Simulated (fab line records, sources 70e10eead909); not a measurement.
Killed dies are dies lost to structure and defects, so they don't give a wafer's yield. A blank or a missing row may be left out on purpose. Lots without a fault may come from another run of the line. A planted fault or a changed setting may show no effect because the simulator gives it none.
A struck lot beside a sound one | flow nand_harc | 15 steps out of a route of 1159
Sound: wafers L722.2, L722.3, L722.6. Struck: wafers L729.2, L729.3, L729.5. The cause comes at the end.
At each step with rows: each side's tool, then ch and its chambers, then its first start. Under that, the readings that differ: sound wafers | struck wafers | difference of the means | sigmas: that difference in standard deviations of wafers without a fault.
alike: readings whose means differ by less than 2 such deviations, and words and numbers that are the same on both sides. not compared: withheld readings, readings that some wafer has no value for, bounds like >300 that may hide the same value, and numbers for which the record gives no deviation and whose values overlap.
The two part at a step that has a row with sigmas, a row that says differs or no value, or rows on one side only. Numbers that don't overlap but have no deviation are shown without sigmas and don't part them. A reading that every wafer of one side lacks parts them only if that side has two wafers or more.

first, 3 steps without rows for these wafers: NHARC_P_GATE_EXPOSE_08 (exposes mask P HV); NHARC_P_GATE_PEB_09 (peb time 85 s); NHARC_P_GATE_DEVELOP_10 (time 70 s).
NHARC_P_GATE_CD_MEAS_11: target cd 1640 nm.
  sound on cd_sem-02 ch 0, day 5 20:57; struck on cd_sem-02 ch 0, day 7 17:04
  alike: cd_nm
then, 1 step without rows for these wafers: NHARC_P_GATE_HARDBAKE_12 (time 80 s).
NHARC_P_GATE_DESCUM_13: chemistry O2, time 3 s.
  sound on rie_diel-02 ch 2,3, day 5 21:07; struck on rie_diel-12 ch 0,2, day 7 17:13
  alike: chamber_pressure_mTorr, drypump_motor_current_A, oes_product_au, rf_vpp_V, showerhead_plenum_p_Torr, throttle_valve_pct
  not compared: rf_hours_counter_h
then, 6 steps without rows for these wafers: NHARC_P_GATE_ETCH_14 (etches SiO2 in dHF, target depth 48.8 nm); NHARC_P_GATE_STRIP_15 (strips in SPM, time 780 s); NHARC_P_GATE_PRECLEAN_71 (cleans in SC1); NHARC_P_GATE_SRD_72; NHARC_P_GATE_OXIDE_16 (material SiO2, target thk 3 nm, ox time 392 s); NHARC_P_GATE_CVD_17 (deposits poly-Si, target thk 150 nm, time 900 s).
NHARC_P_GATE_HM_DEP_102: deposits aC, target thk 120 nm.
  sound on acl_dep-03 ch 0, day 6 13:26; struck on acl_dep-03 ch 0, day 8 12:08
  alike: throttle_valve_pct
NHARC_P_GATE_DEP_103: deposits SiON, target thk 30 nm.
  sound on pecvd-03 ch 0,1,2, day 6 14:02; struck on pecvd-03 ch 0,2, day 8 12:42
  alike: heater_power_w, rf_fwd_power_W
-- the record jumps here: 16 days lie between the struck wafers' starts before and after (it left off in module P_GATE and takes up again in module END, whose first step shown is number 1159 of the route) --
NHARC_END_SORT_01:
  sound on prober-01 ch 0, day 21 10:52; struck on prober-01 ch 0, day 24 19:02
  alike: killed_at_array, killed_at_other, killed_at_periphery, killed_dies, killed_open, killed_short

WHERE THEY PART
Nowhere in this record.

WHY: what the simulator had put in
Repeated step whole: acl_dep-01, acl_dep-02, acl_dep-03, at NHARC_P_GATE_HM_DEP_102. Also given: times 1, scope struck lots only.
